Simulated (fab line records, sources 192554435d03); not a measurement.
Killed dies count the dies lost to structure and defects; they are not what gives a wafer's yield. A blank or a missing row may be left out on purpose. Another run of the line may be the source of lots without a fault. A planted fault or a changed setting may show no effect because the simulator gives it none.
fab line records | flow n5-finfet
record: lots: 11 wafers: 33 last-day: 19
route steps=1938 shown BEOL_M1@822 PASSIVATION@1905
lots untouched by any fault: they come from a run of this same line in which no faults occurred
start-h: hours from the record's opening day to when the first of the lot's shown wafers began | wait-h: how many hours have passed since the lot's step before this one | " same as the row above | L1.1+2: a single row standing in for several wafers | - value missing, or start not given | * or withheld: withheld | < > ~ a bound
route shown NAME@n: NAME is a module with steps in the file, n the number in the route of the first one | usual: mean and standard deviation over wafers with no fault | same: alike in all rows | chamber/n: place in a boat | sites: the reading at each site | _std_site: standard deviation across them | _edge_site: inner sites' mean taken away from outer sites' mean | radius-mm: for every site, how far away it sits from the centre of the wafer | mask NAME#n: copy n | behind: the tool/chamber that last shaped the wafer | hold: the reason the lot was held/the length of the hold in hours/how it ended | device: which transistor (n, p or np) failed to switch | end of line: tests run on the same wafers once the route is complete | step lacking rows: just its recipe | killed: at the first sort, the dies lost to defects and structure; wafer yield is something else | map: per-die view of a wafer (x killed, . not killed, _ where there is no die)
set.NAME: setting as actually run; set.NAME@STEP: the setting as run at that earlier step | model.NAME: the simulator's own value behind a step, which no gauge read
one table for each step of the route and one row for each wafer, over a sample of lots
services: a tool's chamber out of use, with start hour (start-h, from the record's first day; less than 0 if before it), hours out, and reason
== steps ==
step: N5_BEOL_M1_SPUTTER_88
recipe: material: Cu target-thk-a: 45 temp-c: -20 chamber-pressure-pa: 0.07 power-w: withheld time-s: 8.29
usual: chuck-gas-flow-sccm: 1.26/0.052 chuck-sensor-temp-C: -16.3/0.75 throttle-valve-pct: 29.8/0.61
columns lot.wafer tool chamber start-h wait-h chuck-gas-flow-sccm chuck-sensor-temp-C throttle-valve-pct
L688.2 pvd-sputter-02 - 132.09 0.1 1.28 -15.1 29.2
L688.4 " - " " 1.33 -17.3 29.8
L688.6 " - " " 1.32 -16.5 30.1
L691.1 pvd-sputter-02 - 158.24 0.1 1.20 -16.4 30.2
L691.5 " - " " 1.28 -15.0 28.9
L691.6 " - " " 1.23 -16.3 30.2
L692.1 pvd-sputter-03 - 159.93 0.1 1.22 -16.2 29.8
L692.4 " - " " 1.26 -16.7 30.7
L692.5 " - " " 1.22 -16.1 29.4
L693.1 pvd-sputter-03 - 163.07 0.1 1.31 -16.3 29.7
L693.2 " - " " 1.27 -15.9 29.2
L693.3 " - " " 1.26 -16.5 30.7
L694.1 pvd-sputter-02 - 169.35 0.1 1.12 -17.5 29.8
L694.2 " - " " 1.28 -16.4 30.0
L694.4 " - " " 1.29 -16.9 29.9
L695.2 pvd-sputter-03 - 171.49 0.1 1.30 -16.5 30.9
L695.3 " - " " 1.23 -16.2 29.6
L695.4 " - " " 1.20 -16.8 30.5
L696.3 pvd-sputter-03 - 182.82 0.1 1.30 -16.5 31.0
L696.5 " - " " 1.23 -16.4 30.6
L696.6 " - " " 1.30 -15.4 29.0
L700.2 pvd-sputter-02 - 231.50 0.1 1.24 -17.0 29.4
L700.3 " - " " 1.21 -17.3 29.8
L700.5 " - " " 1.32 -17.6 29.8
L701.1 pvd-sputter-02 - 238.20 0.1 1.31 -17.5 29.9
L701.2 " - " " 1.30 -16.4 30.0
L701.5 " - " " 1.26 -17.4 30.0
L703.2 pvd-sputter-03 - 243.84 0.1 1.19 -16.1 29.4
L703.3 " - " " 1.15 -15.6 29.2
L703.5 " - " " 1.20 -16.5 30.7
L709.2 pvd-sputter-01 - 271.56 0.1 1.18 -15.4 29.9
L709.3 " - " " 1.17 -15.4 31.2
L709.6 " - " " 1.28 -15.6 28.2
step: N5_PASSIVATION_CD_MEAS_30
recipe: target-cd-nm: 4000 landing-energy-ev: 500 detector: se-inlens polarity: opening
usual: cd-nm: 4000.6/1.6
columns lot.wafer tool chamber start-h wait-h cd-nm
L688.2 cd-sem-01 0 288.78 - 3999.4
L688.4 " 0 " " 3999.5
L688.6 " 0 " " 4001.8
L692.1 cd-sem-01 0 310.50 - 4001.2
L692.4 " 0 " " 3998.7
L692.5 " 0 " " 3999.1
L691.1 cd-sem-02 0 317.24 - 4001.2
L691.5 " 0 " " 4002.7
L691.6 " 0 " " 4003.8
L693.1 cd-sem-01 0 335.73 - 4000.1
L693.2 " 0 " " 3998.5
L693.3 " 0 " " 4000.2
L695.2 cd-sem-01 0 341.04 - 3999.4
L695.3 " 0 " " 3996.4
L695.4 " 0 " " 3998.5
L694.1 cd-sem-02 0 342.24 - 3999.1
L694.2 " 0 " " 4002.6
L694.4 " 0 " " 4002.8
L696.3 cd-sem-03 0 351.51 - 4000.2
L696.5 " 0 " " 4000.9
L696.6 " 0 " " 3998.3
L700.2 cd-sem-01 0 399.42 - 4001.4
L700.3 " 0 " " 4001.1
L700.5 " 0 " " 4002.1
L701.1 cd-sem-02 0 405.16 - 4003.6
L701.2 " 0 " " 4002.9
L701.5 " 0 " " 4001.8
L703.2 cd-sem-02 0 411.20 - 3999.1
L703.3 " 0 " " 4000.5
L703.5 " 0 " " 3999.3
L709.2 cd-sem-01 0 445.40 - 3999.6
L709.3 " 0 " " 3999.9
L709.6 " 0 " " 3998.3
step: N5_PASSIVATION_CD_MEAS_44
recipe: target-cd-nm: 40000 landing-energy-ev: 500 detector: se-inlens
usual: cd-nm: 40000/3.4
columns lot.wafer tool chamber start-h wait-h cd-nm
L688.2 cd-sem-01 0 290.75 - 40008
L688.4 " 0 " " 40007
L688.6 " 0 " " 40010
L692.1 cd-sem-02 0 312.52 - 39998
L692.4 " 0 " " 40003
L692.5 " 0 " " 39997
L691.1 cd-sem-01 0 319.45 - 40003
L691.5 " 0 " " 39999
L691.6 " 0 " " 40004
L693.1 cd-sem-02 0 337.74 - 39994
L693.2 " 0 " " 39996
L693.3 " 0 " " 39996
L695.2 cd-sem-01 0 342.90 - 40003
L695.3 " 0 " " 40000
L695.4 " 0 " " 39999
L694.1 cd-sem-01 0 344.38 - 40003
L694.2 " 0 " " 40004
L694.4 " 0 " " 40006
L696.3 cd-sem-02 0 353.48 - 40000
L696.5 " 0 " " 39998
L696.6 " 0 " " 39999
L700.2 cd-sem-02 0 401.27 - 39996
L700.3 " 0 " " 39994
L700.5 " 0 " " 39999
L701.1 cd-sem-01 0 406.97 - 40001
L701.2 " 0 " " 40004
L701.5 " 0 " " 40001
L703.2 cd-sem-02 0 413.46 - 40001
L703.3 " 0 " " 40004
L703.5 " 0 " " 39997
L709.2 cd-sem-01 0 447.13 - 40000
L709.3 " 0 " " 40000
L709.6 " 0 " " 39994
step: N5_PASSIVATION_DESCUM_46
recipe: chemistry: O2 time-s: 7.9 source-power-w: 50 bias-power-w: 20 pressure-mtorr: 20 rf-frequency-hz: 2.712e+07 temp-c: 40 o2-flow-sccm: 225
usual: drypump-motor-current-A: 5.6/0.39 oes-product-au: 0.82/0.071 rf-fwd-power-W: 49.37/0.26 rf-vpp-V: 243.6/1.1 showerhead-plenum-p-Torr: 2.14/0.044 throttle-valve-pct: 20.27/0.28
columns lot.wafer tool chamber start-h wait-h drypump-motor-current-A oes-product-au rf-fwd-power-W rf-hours-counter-h rf-vpp-V showerhead-plenum-p-Torr throttle-valve-pct
L688.2 rie-diel-01 2 291.08 0.3 5.9 0.78 49.76 102 243.4 2.19 20.17
L688.4 " 3 " " 5.2 0.84 49.31 67 244.4 2.12 20.14
L688.6 " 2 " " 5.9 0.78 49.71 - 244.8 2.20 20.15
L692.1 rie-diel-06 1 312.61 0.0 5.5 0.77 48.98 127 242.3 2.10 20.66
L692.4 " 0 " " 5.2 0.88 49.06 - 243.7 2.13 19.91
L692.5 " 1 " " 5.5 0.78 49.33 - 243.8 2.10 20.65
L691.1 rie-diel-04 0 319.91 0.4 6.1 0.88 49.38 70 243.2 2.14 20.08
L691.5 " 3 " " 5.5 0.84 49.47 - 242.3 2.15 20.18
L691.6 " 0 " " 6.1 0.87 49.42 - 243.4 2.14 20.11
L693.1 rie-diel-06 1 337.95 0.2 5.6 0.76 49.07 136 243.6 2.10 20.69
L693.2 " 0 " " 5.2 0.86 48.88 59 243.9 2.13 19.92
L693.3 " 2 " " 5.6 0.87 49.03 46 243.6 2.13 20.02
L695.2 rie-diel-04 3 343.25 0.3 5.5 0.82 49.40 63 244.6 2.14 20.18
L695.3 " 0 " " 6.1 0.86 49.41 78 244.4 2.14 20.09
L695.4 " 3 " " 5.5 0.82 49.35 - 244.6 2.15 20.18
L694.1 rie-diel-04 0 344.53 0.1 6.0 0.86 49.43 78 243.5 2.14 20.10
L694.2 " 1 " " 6.2 0.69 49.53 247 242.9 2.16 20.95
L694.4 " 1 " " 6.3 0.69 49.63 - 244.9 2.16 20.95
L696.3 rie-diel-04 0 353.57 0.0 6.1 0.85 49.15 83 242.4 2.14 20.12
L696.5 " 1 " " 6.2 0.69 49.41 - 243.4 2.16 20.96
L696.6 " 0 " " 6.1 0.86 49.25 - 243.8 2.14 20.10
L700.2 rie-diel-04 0 401.36 0.0 6.1 0.82 49.63 101 243.5 2.13 20.13
L700.3 " 2 " " 5.9 0.92 49.09 17 242.5 2.07 20.31
L700.5 " 2 " " 5.9 0.91 49.06 - 242.8 2.07 20.32
L701.1 rie-diel-01 1 407.06 0.0 5.3 0.93 49.53 24 243.1 2.13 20.17
L701.2 " 2 " " 5.9 0.73 49.84 147 244.5 2.18 20.23
L701.5 " 1 " " 5.3 0.93 49.55 - 243.4 2.13 20.18
L703.2 rie-diel-04 2 413.55 0.0 5.9 0.91 49.29 20 242.5 2.07 20.32
L703.3 " 1 " " 6.2 0.94 49.72 11 245.3 2.16 20.68
L703.5 " 2 " " 5.9 0.90 49.44 - 241.2 2.07 20.32
L709.2 rie-diel-04 1 447.22 0.0 6.2 0.91 49.48 25 242.4 2.15 20.70
L709.3 " 3 " " 5.5 0.78 49.56 101 242.5 2.13 20.24
L709.6 " 0 " " 6.1 0.82 49.40 - 244.3 2.12 20.16
step: N5_PASSIVATION_PROBE_49
usual: defect-limited-yield: 91.3/1.4 killed_at_M0_to_M3: 34/10 killed_at_M4_up: 14/5.5 killed-at-contacts: 12/6 killed-at-front-end: 40/10 killed-at-other: 3.0/2.4 killed-dies: 103/17 killed-open: 68/13 killed-short: 34/7.8 sort_bin_5_function: 5.1/0.97 sort_bin_6_memory: 3.3/0.66 sort-n-pass: 1077/17 sort-yield-pct: 91.2/1.4
same: gross-dies: 1180 killed-at-back-side: 0 sort_bin_4_leakage[%]: 0 sort_bin_8_speed[%]: 0
columns lot.wafer tool chamber start-h wait-h defect-limited-yield[%] killed_at_M0_to_M3 killed_at_M4_up killed-at-contacts killed-at-front-end killed-at-other killed-dies killed-open killed-short sort_bin_5_function[%] sort_bin_6_memory[%] sort-n-pass sort-yield-pct[%]
L688.2 prober-01 - 294.17 0.1 93.9 16 7 7 37 5 72 52 20 3.6 2.4 1108 93.9
L688.4 prober-01 - 294.27 0.2 91.4 18 8 20 54 2 102 66 35 5.5 2.6 1078 91.4
L688.6 prober-01 - 294.37 0.3 93.1 20 13 17 29 3 82 59 23 4.1 2.8 1098 93.1
L691.1 prober-02 - 323.36 0.4 92.3 26 31 9 25 0 91 57 32 3.6 3.6 1089 92.3
L691.5 prober-02 - 323.56 0.6 89.7 45 9 12 50 6 122 85 37 5.9 4.3 1058 89.7
L691.6 prober-02 - 323.61 0.7 88.7 39 20 6 65 3 133 86 45 6.3 4.4 1047 88.7
L695.2 prober-01 - 346.34 0.1 91.6 30 13 26 29 1 99 78 21 4.8 3.6 1081 91.6
L695.3 prober-01 - 346.39 0.1 92.6 34 9 21 21 2 87 63 24 3.2 4.1 1093 92.6
L695.4 prober-01 - 346.44 0.2 91.9 30 18 18 27 2 95 65 28 5.2 2.8 1085 91.9
L694.1 prober-02 - 347.58 0.0 91.1 32 13 13 42 5 105 66 32 5.6 2.5 1075 91.1
L694.2 prober-02 - 347.63 0.1 93.8 34 7 10 19 3 73 49 24 3.6 2.2 1107 93.8
L694.4 prober-02 - 347.73 0.2 91.3 27 28 11 35 2 103 72 31 5.0 3.4 1077 91.3
L700.2 prober-02 - 404.46 0.1 85.1 128 11 4 31 2 176 50 26 10.6 2.7 1004 85.1
L700.3 prober-02 - 404.51 0.1 82.9 140 7 14 41 0 202 55 26 10.0 5.3 978 82.9
L700.5 prober-02 - 404.61 0.2 82.2 149 16 9 35 1 210 72 24 11.4 4.8 970 82.2
L701.1 prober-02 - 410.10 0.0 84.7 132 10 9 29 1 181 60 13 9.8 4.3 999 84.7
L701.2 prober-02 - 410.15 0.1 84.2 131 12 2 39 3 187 60 21 10.3 3.8 993 84.2
L701.5 prober-02 - 410.30 0.2 84.7 119 9 7 41 4 180 52 27 9.1 3.6 1000 84.7
L703.2 prober-01 - 416.65 0.1 90.6 49 11 10 38 3 111 66 38 5.1 3.5 1069 90.6
L703.3 prober-01 - 416.70 0.1 92.5 35 13 12 25 3 88 63 25 4.3 3.0 1092 92.5
L709.2 prober-01 - 450.33 0.1 91.2 34 15 7 42 6 104 61 40 5.3 2.9 1076 91.2
L709.3 prober-01 - 450.38 0.1 92.6 29 16 3 35 4 87 52 34 5.6 1.5 1093 92.6
L709.6 prober-01 - 450.53 0.3 93.1 24 10 7 34 7 82 53 26 3.8 3.1 1098 93.1
killed by level:class
L688.2 STI_FIN_REVEAL:geometric-particle:open=8 MOL_CONTACT_COAG:geometric-particle:open=7 GATE_CUT:geometric-particle:open=5 BEOL_M0_SAQP:geometric-particle:open=5 FIN_SAQP:geometric-particle:short=4 STI_FIN_REVEAL:geometric-particle:short=4 ILD0:geometric-particle:open=4 BEOL_M2:geometric-particle:open=4
L688.4 STI_FIN_REVEAL:geometric-particle:open=21 MOL_CONTACT_COAG:geometric-particle:open=17 FIN_SAQP:geometric-particle:open=8 FIN_SAQP:geometric-particle:short=6 BEOL_M0_SAQP:geometric-particle:short=6 BEOL_M0_SAQP:geometric-particle:open=6 STARTING-WAFER:geometric-particle:short=5 GATE_CUT:geometric-particle:short=4
L688.6 MOL_CONTACT_COAG:geometric-particle:open=14 BEOL_M2:geometric-particle:open=8 BEOL_M3:geometric-particle:open=5 STARTING-WAFER:geometric-particle:open=5 FIN_SAQP:geometric-particle:short=4 BEOL_M4:geometric-particle:open=4 STI_FIN_REVEAL:geometric-particle:open=3 STI_FIN_REVEAL:geometric-particle:short=3
L691.1 BEOL_M4:geometric-particle:open=12 BEOL_M0:geometric-particle:short=8 BEOL_M5:geometric-particle:open=8 GATE_CUT:geometric-particle:short=7 BEOL_M1:geometric-particle:open=7 MOL_CONTACT_COAG:geometric-particle:open=6 BEOL_M2:geometric-particle:open=5 FIN_SAQP:geometric-particle:short=4
L691.5 STI_FIN_REVEAL:geometric-particle:open=17 BEOL_M2:geometric-particle:open=15 MOL_CONTACT_COAG:geometric-particle:open=10 BEOL_M3:geometric-particle:open=9 FIN_SAQP:geometric-particle:open=8 BEOL_M0:geometric-particle:short=6 FIN_SAQP:geometric-particle:short=5 GATE_CUT:geometric-particle:short=5
L691.6 FIN_SAQP:geometric-particle:open=17 STI_FIN_REVEAL:geometric-particle:open=13 FIN_SAQP:geometric-particle:short=10 BEOL_M3:geometric-particle:open=10 BEOL_M0:geometric-particle:short=7 BEOL_M4:geometric-particle:open=7 GATE_CUT:geometric-particle:short=6 BEOL_M5:geometric-particle:open=6
L695.2 MOL_CONTACT_COAG:geometric-particle:open=22 FIN_SAQP:geometric-particle:open=7 BEOL_M3:geometric-particle:open=7 BEOL_M1:geometric-particle:open=6 BEOL_M4:geometric-particle:open=5 STI_FIN_REVEAL:geometric-particle:open=4 MOL_CONTACT_COAG:geometric-particle:short=4 BEOL_M0_SAQP:geometric-particle:open=4
L695.3 MOL_CONTACT_COAG:geometric-particle:open=19 BEOL_M3:geometric-particle:open=8 BEOL_M1:geometric-particle:open=7 BEOL_M0_SAQP:geometric-particle:open=5 BEOL_M0_SAQP:geometric-particle:short=5 STI_FIN_REVEAL:geometric-particle:open=4 FIN_SAQP:geometric-particle:open=3 GATE_CUT:geometric-particle:short=3
L695.4 MOL_CONTACT_COAG:geometric-particle:open=15 BEOL_M0_SAQP:geometric-particle:short=9 FIN_SAQP:geometric-particle:open=7 BEOL_M3:geometric-particle:open=7 BEOL_M4:geometric-particle:open=6 GATE_CUT:geometric-particle:short=6 STI_FIN_REVEAL:geometric-particle:open=3 MOL_CONTACT_COAG:geometric-particle:short=3
L694.1 STI_FIN_REVEAL:geometric-particle:open=15 BEOL_M1:geometric-particle:open=11 MOL_CONTACT_COAG:geometric-particle:open=11 BEOL_M0_SAQP:geometric-particle:short=8 BEOL_M0_SAQP:geometric-particle:open=7 FIN_SAQP:geometric-particle:short=5 STI_FIN_REVEAL:geometric-particle:short=4 HKMG_FIN:area-etch=4
L694.2 MOL_CONTACT_COAG:geometric-particle:open=9 BEOL_M0_SAQP:geometric-particle:open=8 BEOL_M1:geometric-particle:open=6 BEOL_M0_SAQP:geometric-particle:short=5 FIN_SAQP:geometric-particle:open=4 STI_FIN_REVEAL:geometric-particle:open=3 GATE_CUT:geometric-particle:open=3 BEOL_M0:geometric-particle:short=3
L694.4 STI_FIN_REVEAL:geometric-particle:open=13 BEOL_M4:geometric-particle:open=12 BEOL_M0_SAQP:geometric-particle:open=8 BEOL_M0_SAQP:geometric-particle:short=8 MOL_CONTACT_COAG:geometric-particle:open=7 STI_FIN_REVEAL:geometric-particle:short=6 BEOL_M3:geometric-particle:open=5 BEOL_M4:geometric-particle:short=5
L700.2 BEOL_M1:unspecified=99 BEOL_M3:geometric-particle:open=9 BEOL_M4:geometric-particle:open=9 FIN_SAQP:geometric-particle:open=7 BEOL_M0_SAQP:geometric-particle:short=6 BEOL_M0_SAQP:geometric-particle:open=6 GATE_CUT:geometric-particle:short=5 FIN_SAQP:geometric-particle:short=4
L700.3 BEOL_M1:unspecified=118 MOL_CONTACT_COAG:geometric-particle:open=11 FIN_SAQP:geometric-particle:open=10 BEOL_M0_SAQP:geometric-particle:short=5 BEOL_M0_SAQP:geometric-particle:open=5 STARTING-WAFER:geometric-particle:short=5 STI_FIN_REVEAL:geometric-particle:open=4 GATE_CUT:geometric-particle:short=4
L700.5 BEOL_M1:unspecified=113 FIN_SAQP:geometric-particle:open=16 BEOL_M3:geometric-particle:open=11 BEOL_M4:geometric-particle:open=9 MOL_CONTACT_COAG:geometric-particle:open=7 BEOL_M0_SAQP:geometric-particle:short=7 BEOL_M0_SAQP:geometric-particle:open=6 BEOL_M2:geometric-particle:open=5
L701.1 BEOL_M1:unspecified=107 STI_FIN_REVEAL:geometric-particle:open=12 MOL_CONTACT_COAG:geometric-particle:open=9 FIN_SAQP:geometric-particle:open=8 BEOL_M3:geometric-particle:open=7 DUMMY_GATE:geometric-particle:open=5 BEOL_M0_SAQP:geometric-particle:short=5 BEOL_M1:geometric-particle:open=4
L701.2 BEOL_M1:unspecified=102 STI_FIN_REVEAL:geometric-particle:open=17 BEOL_M0_SAQP:geometric-particle:open=9 BEOL_M3:geometric-particle:open=7 BEOL_M0_SAQP:geometric-particle:short=5 HKMG_FIN:area-etch=4 FIN_SAQP:geometric-particle:open=3 STI_FIN_REVEAL:geometric-particle:short=3
L701.5 BEOL_M1:unspecified=97 FIN_SAQP:geometric-particle:open=13 FIN_SAQP:geometric-particle:short=10 BEOL_M0:geometric-particle:open=6 STI_FIN_REVEAL:geometric-particle:open=5 MOL_CONTACT_COAG:geometric-particle:open=5 BEOL_M0_SAQP:geometric-particle:open=5 BEOL_M1:geometric-particle:open=4
L703.2 BEOL_M0_SAQP:geometric-particle:open=11 FIN_SAQP:geometric-particle:open=8 MOL_CONTACT_COAG:geometric-particle:open=8 BEOL_M3:geometric-particle:open=7 HKMG_FIN:area-etch=7 STI_FIN_REVEAL:geometric-particle:open=6 BEOL_M0_SAQP:geometric-particle:short=6 BEOL_M2:geometric-particle:open=6
L703.3 MOL_CONTACT_COAG:geometric-particle:open=10 BEOL_M0_SAQP:geometric-particle:open=9 GATE_CUT:geometric-particle:short=6 BEOL_M1:geometric-particle:open=6 BEOL_M0_SAQP:geometric-particle:short=5 BEOL_M2:geometric-particle:open=5 BEOL_M3:geometric-particle:open=5 BEOL_M4:geometric-particle:open=5
L709.2 FIN_SAQP:geometric-particle:short=10 BEOL_M0_SAQP:geometric-particle:short=10 BEOL_M0_SAQP:geometric-particle:open=7 MOL_CONTACT_COAG:geometric-particle:open=7 BEOL_M1:geometric-particle:open=7 DUMMY_GATE:geometric-particle:open=6 GATE_CUT:geometric-particle:short=5 GATE_CUT:geometric-particle:open=5
L709.3 STI_FIN_REVEAL:geometric-particle:open=8 BEOL_M0_SAQP:geometric-particle:short=8 FIN_SAQP:geometric-particle:open=6 BEOL_M3:geometric-particle:short=6 FIN_SAQP:geometric-particle:short=5 BEOL_M4:geometric-particle:open=5 BEOL_M0_SAQP:geometric-particle:open=4 GATE_CUT:geometric-particle:short=3
L709.6 FIN_SAQP:geometric-particle:open=8 BEOL_M3:geometric-particle:open=7 GATE_CUT:geometric-particle:short=6 MOL_CONTACT_COAG:geometric-particle:open=6 FIN_SAQP:geometric-particle:short=5 BEOL_M0_SAQP:geometric-particle:open=5 BEOL_M2:geometric-particle:open=4 BEOL_M5:geometric-particle:open=4
== services ==
columns tool chamber start-h hours kind
rie-diel-01 1 111.49 9.7 repair
rie-diel-04 3 130.10 - clean
rie-diel-04 3 130.10 - consumable-replace:focus-ring
rie-diel-04 3 130.10 23.7 scheduled-down
rie-diel-04 3 130.10 23.7 vent-cycle
rie-diel-06 0 130.10 4.0 repair
pvd-sputter-01 - 133.60 1.9 repair
pvd-sputter-01 - 143.27 4.6 repair
rie-diel-01 3 156.77 43.4 repair
rie-diel-04 1 171.89 1.4 repair
rie-diel-06 3 181.80 17.0 repair
rie-diel-01 - 202.64 0.5 repair
rie-diel-01 - 252.18 2.8 pm
rie-diel-04 2 335.54 - clean
rie-diel-04 2 335.54 - consumable-replace:focus-ring
rie-diel-04 1 338.83 3.5 repair
pvd-sputter-01 - 344.74 1.6 repair
pvd-sputter-02 - 351.20 11.7 repair
rie-diel-06 1 354.22 10.2 repair
rie-diel-01 0 354.91 5.7 repair
pvd-sputter-03 - 378.22 3.7 repair
pvd-sputter-03 - 421.46 2.4 repair
pvd-sputter-01 - 425.15 1.2 repair
rie-diel-06 0 446.14 20.5 repair
== key ==
first-sign: step: N5_PASSIVATION_PROBE_49 reading: killed_at_M0_to_M3 direction: up sigmas: 9.9 usual: 34 struck: 133
effect: step: N5_PASSIVATION_PROBE_49 reading: defect-limited-yield direction: down sigmas: 5.1 usual: 91.3 struck: 84.0
more-kills-born-at: N5_BEOL_M1_SPUTTER_88@pvd-sputter-02: 636
met-at N5_BEOL_M1_SPUTTER_88
struck-lots L700,L701
not-acting-at N5_PASSIVATION_CD_MEAS_30,N5_PASSIVATION_CD_MEAS_44,N5_PASSIVATION_DESCUM_46
onset-between 169.35 231.50
fault: kind: chamber-particle-source tool: pvd-sputter-02 chamber: - onset-h: 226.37 steps: N5_BEOL_M1_SPUTTER_88 rate-per-visit-cm2: 0.52487 end-h: 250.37
